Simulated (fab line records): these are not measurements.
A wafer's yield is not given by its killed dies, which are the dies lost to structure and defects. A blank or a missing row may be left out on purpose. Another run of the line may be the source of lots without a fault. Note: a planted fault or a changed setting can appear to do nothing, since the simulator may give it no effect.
Comparing a struck lot with a sound one || flow nand-harc || 14 steps out of a route of 1159
Sound: these wafers, L601.2, L601.3, L601.6. Struck: wafers L605.5, L605.6. (L605.1 of the same lot was not struck and is left out.) The cause comes at the end.
Per side, at each step with rows, come the tool, then ch with its chambers, and then its first start. Under that, the readings that differ: sound wafers || struck wafers || difference of the means || sigmas: that difference in standard deviations of wafers without a fault.
alike: readings whose means differ by less than 2 such deviations, and words and numbers that are the same on both sides. not compared: withheld readings, readings that some wafer has no value for, bounds like >300 that may hide the same value, and numbers for which the record gives no deviation and whose values overlap.
Wherever a step has rows on one side only, a row that says differs or no value, or a row with sigmas, the two part there. Numbers that don't overlap but have no deviation are shown without sigmas and don't part them. A reading that every wafer of one side lacks parts them only if that side has two wafers or more.

NHARC_A_ZERO_WELL_INSPECT_17:
  struck on defect-inspect-02, day 8 15:06; sound on defect-inspect-01, day 7 13:10
  alike: raw-defect-count
then, 3 steps without rows for these wafers: NHARC_A_SOURCE_PLATE_PRECLEAN_00 (cleans in HF-LAST, time 60 s); NHARC_A_SOURCE_PLATE_SRD_01; NHARC_A_SOURCE_PLATE_OXIDE_02 (material SiO2, target thk 10 nm, ox time 1362 s).
NHARC_A_SOURCE_PLATE_THK_MEAS_09: measures by ellipsometry.
  struck on film-metro-02, day 8 22:34; sound on film-metro-01, day 7 20:36
  alike: thk-nm
then, 3 steps without rows for these wafers: NHARC_A_SOURCE_PLATE_PVD_04 (deposits WSi2, target thk 50 nm); NHARC_A_SOURCE_PLATE_CVD_03 (deposits poly-Si, target thk 200 nm, time 4000 s); NHARC_A_SOURCE_PLATE_ANNEAL_05 (time 1800 s).
NHARC_A_SOURCE_PLATE_THK_MEAS_06: measures by ellipsometry.
  struck on film-metro-01, day 9 11:49; sound on film-metro-01, day 8 09:35
  alike: thk-nm
NHARC_A_SOURCE_PLATE_INSPECT_08:
  struck on defect-inspect-01, day 9 11:53; sound on defect-inspect-02, day 8 09:41
  alike: raw-defect-count
NHARC_A_ONON_D1_DEP_00: target thk 1000 nm.
  sound on pecvd-onon-03 ch 0, day 8 09:49; struck on pecvd-onon-04 ch 0, day 9 11:57
{"reading": "n2-flow-sccm (sccm)", "sound": "2758 2750 2753", "struck": "2742 2729", "difference": -18, "sigmas": -2}
NHARC_A_ONON_D1_THK_MEAS_02: measures by ellipsometry.
  struck on film-metro-01, day 9 12:28; sound on film-metro-01, day 8 10:17
{"reading": "thk-nm (nm)", "sound": "1005 1005 1007", "struck": "1060 1059", "difference": "+54", "sigmas": "+4"}
after that, 1 step with no rows for these wafers: NHARC_A_ONON_D1_DEP_03 (target thk 1000 nm).
-- jump in the record: it breaks off in module A_ONON_D1 and resumes in module END (first step shown: number 1159 of the route), and 12 days separate the struck wafers' starts before and after --
NHARC_END_SORT_01:
  the record has rows for the struck wafers here (prober-01 ch 0, day 21 17:17) and none for the sound ones

WHERE THEY PART
Earliest at NHARC_A_ONON_D1_DEP_00; latest, in this record, at NHARC_END_SORT_01.

WHY: the cause the simulator had injected
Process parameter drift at NHARC_A_ONON_D1_DEP_00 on pecvd-onon-04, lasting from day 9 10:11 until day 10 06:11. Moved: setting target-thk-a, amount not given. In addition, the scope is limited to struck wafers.
